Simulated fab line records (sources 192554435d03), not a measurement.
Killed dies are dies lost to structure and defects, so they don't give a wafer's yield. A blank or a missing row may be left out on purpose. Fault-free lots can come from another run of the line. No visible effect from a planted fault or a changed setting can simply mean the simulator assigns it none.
Which of the tools did it? -- flow n5 finfet -- Sampling: 24 lots, 72 wafers, 5 of 1938 route steps

== WHAT EACH GAUGE READ, for each wafer ==
N5_BEOL_M2_CD_MEAS_35: target cd 18 nm, target cd y 22.2 nm. Usual: 18.1 nm for cd nm, sd 0.33.
lot,measured,on,cd nm (nm),flag
L074,day 7 04:25,cd sem-01,18.3 17.9 17.9,
L075,day 7 08:31,cd sem-03,18.2 18.0 18.2,
L076,day 7 20:26,cd sem-01,17.8 18.4 18.0,
L077,day 8 04:49,cd sem-03,17.9 17.8 18.3,
L078,day 8 09:07,cd sem-01,18.3 18.0 17.7,
L079,day 8 09:40,cd sem-02,18.3 17.5 18.4,
L080,day 8 16:34,cd sem-02,18.5 18.8 18.1,
L081,day 8 20:08,cd sem-02,18.2 17.8 18.6,
L082,day 9 00:47,cd sem-03,17.5 18.2 17.8,
L083,day 9 01:14,cd sem-01,17.9 18.8 18.3,
L084,day 10 17:26,cd sem-03,18.4 18.6 18.5,
L085,day 11 00:00,cd sem-01,17.9 17.9 18.5,
L086,day 11 00:08,cd sem-03,18.2 18.3 18.4,
L087,day 11 05:19,cd sem-03,18.3 18.7 18.8,
L088,day 11 08:53,cd sem-01,18.2 17.6 18.7,
L089,day 11 13:14,cd sem-02,17.6 17.7 18.0,
L090,day 11 12:45,cd sem-01,18.4 18.5 18.2,
L092,day 12 00:43,cd sem-02,18.0 18.7 18.2,
L091,day 12 06:22,cd sem-02,18.0 18.3 17.9,
L093,day 12 08:57,cd sem-01,18.3 18.5 18.1,
L094,day 12 12:11,cd sem-03,18.4 18.0 18.8,
L096,day 12 12:55,cd sem-01,17.7 18.1 18.0,
L095,day 12 15:16,cd sem-02,18.1 18.2 17.9,
L097,day 12 18:55,cd sem-02,18.2 18.2 18.3,

== EACH LOT AND THE TOOL THAT RAN IT (in order: tool; ch and the chambers of the sampled wafers; start) ==
lot,N5_BEOL_M2_DESCUM_16,N5_BEOL_M2_DESCUM_33,N5_BEOL_M2_ETCH_41,N5_BEOL_M2_STRIP_97
L074,"rie diel-06 ch 0,3, day 6 16:48","rie diel-01 ch 0,1, day 6 17:51","rie diel-01 ch 0,3, day 7 04:25 or earlier","rie diel-01 ch 0,3, day 7 04:25 or earlier"
L075,"rie diel-01 ch 0,2, day 6 20:25","rie diel-01 ch 1,2, day 6 21:23","rie diel-04 ch 0,1,2, day 7 08:31 or earlier","rie diel-04 ch 0,1,2, day 7 08:31 or earlier"
L076,"rie diel-01 ch 2,3, day 7 08:40","rie diel-01 ch 2,3, day 7 09:40","rie diel-04 ch 0,1, day 7 20:26 or earlier","rie diel-04 ch 0,1, day 7 20:26 or earlier"
L077,"rie diel-01 ch 0,2, day 7 17:22","rie diel-04 ch 0,3, day 7 18:22","rie diel-01 ch 0,1, day 8 04:49 or earlier","rie diel-01 ch 0,1, day 8 04:49 or earlier"
L078,"rie diel-04 ch 0,1,2, day 7 20:22","rie diel-04 ch 0,1, day 7 21:15","rie diel-06 ch 1,3, day 8 09:07 or earlier","rie diel-06 ch 1,3, day 8 09:07 or earlier"
L079,"rie diel-04 ch 0,2,3, day 7 23:38","rie diel-04 ch 0,2,3, day 8 00:55","rie diel-04 ch 0,1,3, day 8 09:40 or earlier","rie diel-04 ch 0,1,3, day 8 09:40 or earlier"
L080,"rie diel-04 ch 0,2, day 8 04:31","rie diel-01 ch 0,1,2, day 8 05:39","rie diel-04 ch 1,2,3, day 8 16:34 or earlier","rie diel-04 ch 1,2,3, day 8 16:34 or earlier"
L081,"rie diel-04 ch 0,2,3, day 8 09:38","rie diel-04 ch 1,2,3, day 8 10:30","rie diel-06 ch 0,1,2, day 8 20:08 or earlier","rie diel-06 ch 0,1,2, day 8 20:08 or earlier"
L082,"rie diel-06 ch 0,1,2, day 8 17:55","rie diel-06 ch 0,1,2, day 8 18:48","rie diel-04 ch 1,2, day 9 00:47 or earlier","rie diel-04 ch 1,2, day 9 00:47 or earlier"
L083,"rie diel-01 ch 0,2, day 8 20:25","rie diel-06 ch 0,2, day 8 21:25","rie diel-04 ch 1,2, day 9 01:14 or earlier","rie diel-04 ch 1,2, day 9 01:14 or earlier"
L084,"rie diel-04 ch 1,2, day 10 04:45","rie diel-01 ch 0,1,3, day 10 05:45","rie diel-01 ch 2,3, day 10 17:26 or earlier","rie diel-01 ch 2,3, day 10 17:26 or earlier"
L085,"rie diel-04 ch 0,2,3, day 10 07:56","rie diel-04 ch 1,2, day 10 08:50","rie diel-01 ch 1,2,3, day 11 00:00 or earlier","rie diel-01 ch 1,2,3, day 11 00:00 or earlier"
L086,"rie diel-01 ch 1,3, day 10 18:53","rie diel-04 ch 0,1,2, day 10 20:00","rie diel-04 ch 0,1, day 11 00:08 or earlier","rie diel-04 ch 0,1, day 11 00:08 or earlier"
L087,"rie diel-06 ch 0,1,3, day 11 01:20","rie diel-06 ch 1,2,3, day 11 02:23","rie diel-01 ch 0,2,3, day 11 05:19 or earlier","rie diel-01 ch 0,2,3, day 11 05:19 or earlier"
L088,"rie diel-01 ch 0,3, day 11 06:03","rie diel-04 ch 0,2, day 11 06:56","rie diel-01 ch 0,2,3, day 11 08:53 or earlier","rie diel-01 ch 0,2,3, day 11 08:53 or earlier"
L089,"rie diel-04 ch 0,1,3, day 11 07:03","rie diel-04 ch 1,3, day 11 07:55","rie diel-06 ch 2,3, day 11 13:14 or earlier","rie diel-06 ch 2,3, day 11 13:14 or earlier"
L090,"rie diel-01 ch 0,3, day 11 10:25","rie diel-04 ch 0,1,2, day 11 11:25","rie diel-04 ch 0,2,3, day 11 12:45 or earlier","rie diel-04 ch 0,2,3, day 11 12:45 or earlier"
L092,"rie diel-01 ch 1,2,3, day 11 17:04","rie diel-06 ch 1,3, day 11 18:20","rie diel-01 ch 1,2,3, day 12 00:43 or earlier","rie diel-01 ch 1,2,3, day 12 00:43 or earlier"
L091,"rie diel-01 ch 0,2, day 11 22:15","rie diel-04 ch 1,2, day 11 23:10","rie diel-04 ch 2,3, day 12 06:22 or earlier","rie diel-04 ch 2,3, day 12 06:22 or earlier"
L093,"rie diel-04 ch 1,2, day 12 03:59","rie diel-01 ch 1,2,3, day 12 04:59","rie diel-06 ch 2,3, day 12 08:57 or earlier","rie diel-06 ch 2,3, day 12 08:57 or earlier"
L094,"rie diel-06 ch 0,2, day 12 05:26","rie diel-04 ch 1,2,3, day 12 06:19","rie diel-01 ch 0,2,3, day 12 12:11 or earlier","rie diel-01 ch 0,2,3, day 12 12:11 or earlier"
L096,"rie diel-04 ch 0,2,3, day 12 06:44","rie diel-04 ch 0,2,3, day 12 07:50","rie diel-04 ch 1,2,3, day 12 12:55 or earlier","rie diel-04 ch 1,2,3, day 12 12:55 or earlier"
L095,"rie diel-06 ch 1,2,3, day 12 10:45","rie diel-01 ch 0,3, day 12 11:59","rie diel-01 ch 0,2,3, day 12 15:16 or earlier","rie diel-01 ch 0,2,3, day 12 15:16 or earlier"
L097,"rie diel-01 ch 0,1,3, day 12 13:32","rie diel-06 ch 1,2,3, day 12 14:25","rie diel-04 ch 1,2,3, day 12 18:55 or earlier","rie diel-04 ch 1,2,3, day 12 18:55 or earlier"
- N5_BEOL_M2_DESCUM_16: chemistry O2, time 7 s.
- N5_BEOL_M2_DESCUM_33: chemistry O2, time 7 s.
- N5_BEOL_M2_ETCH_41: etches SiCN in CH3F/O2, target depth 29.9 nm, time 52.5 s.
- N5_BEOL_M2_STRIP_97: strips in N2/H2, time 10 s.

== AS READ BY THE TOOLS THEMSELVES (means over the sampled wafers that have a number; for cases with no such wafer, the mark the record gives instead) ==
N5_BEOL_M2_DESCUM_16. Usual: drypump motor current A 5.7 A, standard deviation 0.37; oes product au 0.81 a.u., standard deviation 0.091; rf vpp V 243.9 V, standard deviation 1.3; showerhead plenum p Torr 2.15 Torr, standard deviation 0.057; throttle valve pct 20.3 %, standard deviation 0.31.
lot,tool,drypump motor current A (A),oes product au (a.u.),rf vpp V (V),showerhead plenum p Torr (Torr),throttle valve pct (%),flag
L074,rie diel-06,5.1,0.71,242.5,2.09,20.2,
L075,rie diel-01,5.9,0.89,245.3,2.22,20.0,
L076,rie diel-01,5.7,0.86,244.4,2.18,20.1,
L077,rie diel-01,5.9,0.87,245.2,2.22,20.0,
L078,rie diel-04,6.1,0.80,243.8,2.14,20.5,
L079,rie diel-04,5.8,0.87,242.7,2.14,20.2,
L080,rie diel-04,6.0,0.87,242.8,2.14,20.2,
L081,rie diel-04,5.8,0.86,243.4,2.14,20.2,
L082,rie diel-06,5.4,0.82,243.8,2.14,20.2,
L083,rie diel-01,5.9,0.88,244.9,2.23,20.0,
L084,rie diel-04,6.1,0.72,243.2,2.14,20.8,
L085,rie diel-04,5.8,0.84,243.0,2.13,20.2,
L086,rie diel-01,5.2,0.82,244.0,2.13,20.2,
L087,rie diel-06,5.3,0.80,243.2,2.07,20.3,
L088,rie diel-01,5.4,0.87,243.9,2.16,20.1,
L089,rie diel-04,5.9,0.82,244.4,2.16,20.3,
L090,rie diel-01,5.4,0.86,242.7,2.16,20.1,
L092,rie diel-01,5.5,0.79,244.3,2.15,20.2,
L091,rie diel-01,5.9,0.83,245.2,2.22,20.0,
L093,rie diel-04,6.1,0.70,244.0,2.14,20.8,
L094,rie diel-06,5.5,0.90,243.7,2.14,20.0,
L096,rie diel-04,5.9,0.81,242.8,2.13,20.3,
L095,rie diel-06,5.4,0.79,243.2,2.07,20.3,
L097,rie diel-01,5.5,0.80,244.3,2.16,20.2,

N5_BEOL_M2_DESCUM_33. Usual: drypump motor current A 5.7 A, standard deviation 0.36; oes product au 0.82 a.u., standard deviation 0.092; rf vpp V 243.9 V, standard deviation 1.2; showerhead plenum p Torr 2.15 Torr, standard deviation 0.049; throttle valve pct 20.3 %, standard deviation 0.33.
lot,tool,drypump motor current A (A),oes product au (a.u.),rf vpp V (V),showerhead plenum p Torr (Torr),throttle valve pct (%),flag
L074,rie diel-01,5.5,0.81,244.6,2.19,20.3,
L075,rie diel-01,5.7,0.82,244.8,2.19,20.2,
L076,rie diel-01,5.4,0.88,244.8,2.16,20.1,
L077,rie diel-04,5.9,0.95,244.3,2.16,20.0,
L078,rie diel-04,6.2,0.79,244.8,2.17,20.6,
L079,rie diel-04,5.8,0.87,243.9,2.14,20.2,
L080,rie diel-01,5.7,0.82,244.7,2.20,20.2,
L081,rie diel-04,5.9,0.79,243.6,2.14,20.5,
L082,rie diel-06,5.5,0.82,243.3,2.14,20.2,
L083,rie diel-06,5.5,0.77,243.9,2.15,20.1,
L084,rie diel-01,5.5,0.82,244.5,2.17,20.2,
L085,rie diel-04,6.0,0.72,243.4,2.12,20.7,
L086,rie diel-04,6.1,0.78,243.5,2.13,20.5,
L087,rie diel-06,5.4,0.80,242.7,2.07,20.3,
L088,rie diel-04,6.0,0.84,243.1,2.13,20.3,
L089,rie diel-04,5.7,0.82,244.3,2.16,20.4,
L090,rie diel-04,6.1,0.77,244.2,2.13,20.5,
L092,rie diel-06,5.1,0.72,242.2,2.02,20.4,
L091,rie diel-04,6.0,0.71,243.5,2.11,20.7,
L093,rie diel-01,5.5,0.78,243.9,2.15,20.3,
L094,rie diel-04,5.9,0.75,242.6,2.13,20.6,
L096,rie diel-04,5.8,0.81,244.1,2.13,20.3,
L095,rie diel-01,5.7,0.85,243.9,2.19,20.0,
L097,rie diel-06,5.4,0.79,243.3,2.07,20.3,

N5_BEOL_M2_ETCH_41. Usual: drypump motor current A 5.7 A, standard deviation 0.36; mfc ar sccm 150.0 sccm, standard deviation 0.48; oes product au 0.81 a.u., standard deviation 0.09; rf vpp V 298.2 V, standard deviation 1.3; showerhead plenum p Torr 2.05 Torr, standard deviation 0.05; throttle valve pct 16.2 %, standard deviation 0.34.
lot,tool,drypump motor current A (A),mfc ar sccm (sccm),oes product au (a.u.),rf vpp V (V),showerhead plenum p Torr (Torr),throttle valve pct (%),flag
L074,rie diel-01,5.4,150.0,0.90,298.1,2.08,15.9,
L075,rie diel-04,6.1,150.1,0.81,299.5,2.04,16.3,
L076,rie diel-04,6.2,150.2,0.80,299.1,2.07,16.5,
L077,rie diel-01,5.7,149.9,0.85,299.3,2.12,16.1,
L078,rie diel-06,5.2,149.9,0.74,296.6,1.94,16.3,
L079,rie diel-04,5.9,150.0,0.87,298.1,2.06,16.2,
L080,rie diel-04,5.9,149.5,0.79,298.1,2.04,16.4,
L081,rie diel-06,5.5,150.2,0.82,298.9,2.03,16.1,
L082,rie diel-04,6.0,149.7,0.72,296.9,2.02,16.6,
L083,rie diel-04,6.0,149.4,0.72,297.1,2.02,16.6,
L084,rie diel-01,5.7,150.1,0.82,298.0,2.07,16.0,
L085,rie diel-01,5.5,149.3,0.79,297.7,2.06,16.2,
L086,rie diel-04,6.1,150.3,0.84,298.4,2.05,16.1,
L087,rie diel-01,5.7,149.8,0.83,298.3,2.09,16.0,
L088,rie diel-01,5.7,150.1,0.84,298.6,2.09,16.0,
L089,rie diel-06,5.1,150.7,0.76,296.0,1.95,16.2,
L090,rie diel-04,5.8,149.7,0.81,297.7,2.02,16.1,
L092,rie diel-01,5.5,149.9,0.78,297.6,2.06,16.2,
L091,rie diel-04,5.8,149.7,0.75,297.3,2.00,16.3,
L093,rie diel-06,5.1,150.0,0.75,296.3,1.94,16.2,
L094,rie diel-01,5.7,150.2,0.82,297.9,2.08,16.0,
L096,rie diel-04,5.9,150.3,0.75,297.1,2.03,16.4,
L095,rie diel-01,5.7,149.8,0.82,298.6,2.08,16.0,
L097,rie diel-04,5.9,149.6,0.75,297.8,2.03,16.4,

N5_BEOL_M2_STRIP_97. Usual: drypump motor current A 5.7 A, standard deviation 0.36; oes product au 0.81 a.u., standard deviation 0.092; rf vpp V 59.3 V, standard deviation 0.78; showerhead plenum p Torr 2.59 Torr, standard deviation 0.068; throttle valve pct 23.4 %, standard deviation 0.33.
lot,tool,drypump motor current A (A),oes product au (a.u.),rf vpp V (V),showerhead plenum p Torr (Torr),throttle valve pct (%),flag
L074,rie diel-01,5.5,0.91,59.1,2.62,23.2,
L075,rie diel-04,6.1,0.80,59.0,2.58,23.6,
L076,rie diel-04,6.2,0.80,59.6,2.62,23.6,
L077,rie diel-01,5.7,0.85,59.1,2.67,23.3,
L078,rie diel-06,5.2,0.74,59.7,2.45,23.4,
L079,rie diel-04,5.9,0.85,59.3,2.60,23.3,
L080,rie diel-04,5.9,0.79,59.5,2.57,23.5,
L081,rie diel-06,5.5,0.82,59.4,2.58,23.3,
L082,rie diel-04,6.0,0.73,59.4,2.54,23.8,
L083,rie diel-04,6.1,0.72,59.3,2.54,23.8,
L084,rie diel-01,5.8,0.82,59.6,2.64,23.3,
L085,rie diel-01,5.5,0.79,58.8,2.62,23.4,
L086,rie diel-04,6.1,0.84,59.4,2.59,23.5,
L087,rie diel-01,5.7,0.84,59.7,2.65,23.2,
L088,rie diel-01,5.7,0.84,59.0,2.65,23.2,
L089,rie diel-06,5.1,0.77,58.1,2.46,23.3,
L090,rie diel-04,5.8,0.82,59.1,2.55,23.4,
L092,rie diel-01,5.5,0.78,58.9,2.61,23.4,
L091,rie diel-04,5.8,0.76,59.6,2.52,23.5,
L093,rie diel-06,5.1,0.75,59.1,2.46,23.3,
L094,rie diel-01,5.7,0.84,59.5,2.64,23.2,
L096,rie diel-04,5.9,0.75,60.1,2.55,23.5,
L095,rie diel-01,5.7,0.83,59.7,2.64,23.2,
L097,rie diel-04,5.9,0.75,59.3,2.55,23.5,

== THE ANSWER, worked out from the rows above alone ==
Rule: take the mean of a lot's wafers that have a number; if it is more than 3 standard deviations from the usual mean, the lot is off. Also off: a lot with no number at a reading for which 4 or more lots have one. Any other lot the step has rows for is counted as sound. Order of review: gauges by route order, followed by the tools' own readings, for which a lot's mean as printed above is used. The first step at which some lot is off is used, and at that step the reading that is off furthest; a lot without a number counts as furthest.
No lot is off on any of the readings shown, so nothing can be concluded from this.

== WHAT THE SIMULATOR HAD PUT IN ==
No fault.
